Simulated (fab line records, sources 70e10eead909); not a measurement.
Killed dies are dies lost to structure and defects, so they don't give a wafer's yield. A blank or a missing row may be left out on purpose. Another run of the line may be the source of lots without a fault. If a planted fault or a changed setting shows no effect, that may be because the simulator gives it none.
Which tool was responsible?    flow nandHarc    13 lots with 39 wafers sampled at 5 steps, on a route of 1159 steps

== WHAT THE GAUGES READ, wafer by wafer ==
NHARC_A_CONTACT_CD_MEAS_69: the cd target is 200 nm.
lot   measured      on        cdNm (nm)
L634  day 16 20:26  cdSem-01  200.3 199.5 199.8
L636  day 17 01:31  cdSem-03  199.7 198.6 199.3
L635  day 17 04:19  cdSem-02  199.6 198.9 200.6
L639  day 17 22:50  cdSem-01  200.2 199.3 200.1
L642  day 18 16:09  cdSem-01  198.9 199.1 198.4
L643  day 19 01:17  cdSem-01  199.6 200.0 199.9
L647  day 19 13:26  cdSem-02  200.4 201.0 199.8
L648  day 19 14:16  cdSem-02  200.2 199.4 199.9
L645  day 20 00:11  cdSem-02  200.7 199.9 201.0
L649  day 20 05:01  cdSem-02  198.8 198.9 200.1
L650  day 20 10:35  cdSem-01  199.8 200.4 200.1
L652  day 20 20:25  cdSem-02  198.8 199.5 200.0
L656  day 21 14:06  cdSem-01  199.8 200.1 200.2

NHARC_END_SORT_01.
lot   measured      on         killedAtArray  killedAtOther  killedAtPeriphery  killedDies  killedOpen  killedShort
L649  day 23 08:08  prober-02  108 24 111     2 3 0          4 4 1              114 31 112  5 2 5       2 1 1
L650  day 23 09:42  prober-01  61 31 25       0 1 2          7 7 4              68 39 31    2 2 3       2 4 1
L652  day 23 15:56  prober-01  130 24 117     1 1 0          2 4 0              133 29 117  1 5 1       1 1 0

== EACH LOT AND THE TOOL THAT RAN IT (in order: tool; ch and the chambers of the sampled wafers; start) ==
lot   NHARC_A_CONTACT_ETCH_76            NHARC_A_CONTACT_ETCH_128            NHARC_A_CONTACT_ETCH_131
L634  rieDiel-01 ch 0,1,3, day 16 20:48  harCapEtch-02 ch 0,1, day 16 22:24  harCapEtch-02 ch 0,1, day 16 22:50
L636  rieDiel-04 ch 0,1,2, day 17 01:58  harCapEtch-03 ch 0,1, day 17 03:41  harCapEtch-03 ch 0,1, day 17 04:07
L635  rieDiel-13 ch 0,2, day 17 04:48    harCapEtch-02 ch 0,1, day 17 06:27  harCapEtch-02 ch 0,1, day 17 06:52
L639  rieDiel-01 ch 0,2,3, day 17 23:13  harCapEtch-01 ch 0,1, day 18 00:53  harCapEtch-01 ch 0,1, day 18 01:19
L642  rieDiel-01 ch 1,3, day 18 16:35    harCapEtch-02 ch 1, day 18 18:11    harCapEtch-02 ch 1, day 18 18:37
L643  rieDiel-01 ch 0,1, day 19 01:39    harCapEtch-02 ch 1, day 19 03:15    harCapEtch-02 ch 1, day 19 03:40
L647  rieDiel-01 ch 1,2,3, day 19 13:53  harCapEtch-03 ch 0,1, day 19 16:21  harCapEtch-03 ch 0,1, day 19 17:06
L648  rieDiel-01 ch 0,1, day 19 15:09    harCapEtch-01 ch 0,1, day 19 16:45  harCapEtch-01 ch 0,1, day 19 17:11
L645  rieDiel-01 ch 1,2,3, day 20 00:40  harCapEtch-02 ch 0,1, day 20 02:23  harCapEtch-02 ch 0,1, day 20 02:49
L649  rieDiel-01 ch 0,1, day 20 05:26    harCapEtch-01 ch 0,1, day 20 07:06  harCapEtch-01 ch 0,1, day 20 07:32
L650  rieDiel-01 ch 0,2,3, day 20 10:57  harCapEtch-02 ch 0,1, day 20 12:35  harCapEtch-02 ch 0,1, day 20 13:01
L652  rieDiel-01 ch 0,2,3, day 20 20:53  harCapEtch-02 ch 0,1, day 20 22:23  harCapEtch-02 ch 0,1, day 20 22:48
L656  rieDiel-13 ch 1,2,3, day 21 14:28  harCapEtch-03 ch 0,1, day 21 16:10  harCapEtch-03 ch 0,1, day 21 16:35
- NHARC_A_CONTACT_ETCH_76: etches the open film in N2/H2, target depth 260 nm, time 475.3 s.
- NHARC_A_CONTACT_ETCH_128: etches the open film in C4F8/O2/Ar, time 155 s, target depth 956 nm.
- NHARC_A_CONTACT_ETCH_131: etches the open film in C4F8/O2/Ar, time 155 s, target depth 956 nm.

== WHAT THE TOOLS THEMSELVES READ (means of the sampled wafers that have a number; where no wafer has one, the mark that the record gives instead) ==
NHARC_A_CONTACT_ETCH_76.
lot   tool        drypumpMotorCurrentA (A)  h2FlowSccm (sccm)  oesProductAu (a.u.)  rfVppV (V)  showerheadPlenumPTorr (Torr)  throttleValvePct (%)
L634  rieDiel-01  5.3                       150.0              0.997                430.2       2.00                          14.164
L636  rieDiel-04  6.2                       149.8              1.015                431.0       2.04                          14.177
L635  rieDiel-13  5.5                       149.6              1.001                427.6       1.93                          14.176
L639  rieDiel-01  5.4                       150.3              1.005                429.5       1.98                          14.172
L642  rieDiel-01  5.6                       149.7              1.004                426.7       1.92                          14.171
L643  rieDiel-01  5.0                       149.9              0.998                430.0       2.01                          14.173
L647  rieDiel-01  5.4                       150.2              1.000                427.2       1.92                          14.161
L648  rieDiel-01  5.0                       149.7              0.997                431.4       2.07                          14.173
L645  rieDiel-01  5.4                       149.7              1.000                427.6       1.92                          14.177
L649  rieDiel-01  5.0                       149.7              0.889                431.6       2.07                          14.175
L650  rieDiel-01  5.4                       149.5              0.951                429.0       1.98                          14.173
L652  rieDiel-01  5.4                       150.1              0.902                428.2       1.98                          14.175
L656  rieDiel-13  5.8                       150.0              0.994                430.2       2.04                          14.167

== THE ANSWER, worked out from the rows above alone ==
Rule: what is usual is taken from the lots themselves. The widest of any qualifying gaps counts: lots, ordered by their means at a reading, are off when they make up no more than a third of the lots, leave a main group of 4 or more, and stand apart from it by 3 or more times the standard deviation of that group's means. A main group whose means are all the same, to the digits that the tables above print for the reading, isn't used. A lot without any number at a reading at which 4 lots or more have one is off too. Any other lot the step has rows for is counted as sound. Order of review: gauges by route order, followed by the tools' own readings, for which a lot's mean as printed above is used. The first step at which some lot is off is used, and at that step the reading that is off furthest; a lot without a number counts as furthest.
Off: L649, L650, L652 (NHARC_A_CONTACT_ETCH_76, oesProductAu). For the main group the mean is 1.001 a.u. and the standard deviation 0.0056.
A tool fits if, at that step or a process step before it, it ran every lot that is off, and no sound lot after the first of them. One fits: rieDiel-01 at NHARC_A_CONTACT_ETCH_76. Its last sound lot is L645 (day 20 00:40), its first lot that is off L649 (day 20 05:26): a fault that began between those two fits.
On the lots that are off, the tool's own readings at NHARC_A_CONTACT_ETCH_76 differ by more than 5 times the standard deviation of the sound lots' means, which bears it out; oesProductAu reads 0.914 a.u. there versus 1.001 a.u. on the sound lots.

== WHAT HAD BEEN PUT IN BY THE SIMULATOR ==
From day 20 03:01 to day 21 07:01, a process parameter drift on rieDiel-01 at NHARC_A_CONTACT_ETCH_76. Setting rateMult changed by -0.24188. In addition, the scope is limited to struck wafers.
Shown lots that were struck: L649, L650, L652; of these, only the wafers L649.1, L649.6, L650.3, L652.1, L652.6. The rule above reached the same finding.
